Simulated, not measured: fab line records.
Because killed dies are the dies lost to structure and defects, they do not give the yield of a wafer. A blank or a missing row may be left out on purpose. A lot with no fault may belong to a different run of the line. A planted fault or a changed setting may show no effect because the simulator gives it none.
Which tool is to blame? | flow n5-finfet | 12 lots, 36 wafers sampled, at 3 steps of a route of 1938

WHAT THE GAUGES SHOWED, per wafer
N5_STI_FIN_REVEAL_THK_MEAS_05.
lot  | measured    | on            | thk-nm (nm)
L075 | day 2 15:40 | film-metro-02 | 131.5 130.7 131.9
L077 | day 3 03:56 | film-metro-01 | 131.5 131.4 131.6
L079 | day 3 14:59 | film-metro-02 | 130.6 128.9 130.1
L081 | day 4 03:59 | film-metro-02 | 131.2 131.5 131.1
L083 | day 4 16:02 | film-metro-01 | 130.1 129.6 130.2
L085 | day 5 05:31 | film-metro-02 | 132.1 133.7 130.9
L087 | day 5 23:13 | film-metro-02 | 131.4 129.9 131.0
L089 | day 6 07:16 | film-metro-01 | 131.8 132.6 133.7
L091 | day 6 19:34 | film-metro-01 | 130.3 131.7 131.1
L093 | day 7 04:21 | film-metro-02 | 132.7 132.8 133.3
L095 | day 7 19:17 | film-metro-01 | 131.5 131.2 130.7
L097 | day 8 04:14 | film-metro-01 | 132.3 131.6 132.8

WHAT TOOL EACH LOT RAN ON (gives the tool, then ch and the chambers of the sampled wafers, and finally the start)
lot  | N5_FIN_CUT_CUT_ETCH_26            | N5_FIN_CUT_PRECLEAN_35
L075 | rie-diel-05 ch 0,1,2, day 2 09:36 | vapor-etch-02 ch 0,1, day 2 09:43
L077 | rie-diel-05 ch 1,2,3, day 2 21:25 | vapor-etch-01 ch 0,1, day 2 21:32
L079 | rie-diel-04 ch 0,1,3, day 3 09:04 | vapor-etch-01 ch 0,1, day 3 09:11
L081 | rie-diel-05 ch 0,2, day 3 22:05   | vapor-etch-02 ch 0,1, day 3 22:13
L083 | rie-diel-04 ch 0,3, day 4 10:09   | vapor-etch-01 ch 0,1, day 4 10:16
L085 | rie-diel-03 ch 0,2, day 4 23:38   | vapor-etch-01 ch 0,1, day 4 23:44
L087 | rie-diel-05 ch 0,2,3, day 5 15:09 | vapor-etch-02 ch 0,1, day 5 15:16
L089 | rie-diel-03 ch 1,2, day 6 01:09   | vapor-etch-01 ch 0,1, day 6 01:26
L091 | rie-diel-03 ch 2,3, day 6 12:55   | vapor-etch-01 ch 0,1, day 6 13:01
L093 | rie-diel-04 ch 1,2,3, day 6 22:18 | vapor-etch-01 ch 0,1, day 6 22:25
L095 | rie-diel-04 ch 1,2,3, day 7 12:13 | vapor-etch-01 ch 0,1, day 7 12:20
L097 | rie-diel-03 ch 0,3, day 7 21:41   | vapor-etch-01 ch 0,1, day 7 21:48
- N5_FIN_CUT_CUT_ETCH_26: etches SiNx in CH3F/O2, target depth 39 nm, time 55.7 s.
- N5_FIN_CUT_PRECLEAN_35: cleans in vHF, time 13.3 s.

THE ANSWER, worked out from the rows above alone
Rule: the lots themselves supply what counts as usual. The widest of any qualifying gaps counts: lots, ordered by their means at a reading, are off when they make up no more than a third of the lots, leave a main group of 4 or more, and stand apart from it by 3 or more times the standard deviation of that group's means. A main group is skipped when, at the precision printed for the reading in the tables above, its means are all equal. Also off: a lot with no number at a reading for which 4 or more lots have one. Any other lot the step has rows for is counted as sound.
Across all readings shown, no lot is off: no conclusion can be drawn from this.

WHAT THE SIMULATOR PUT IN
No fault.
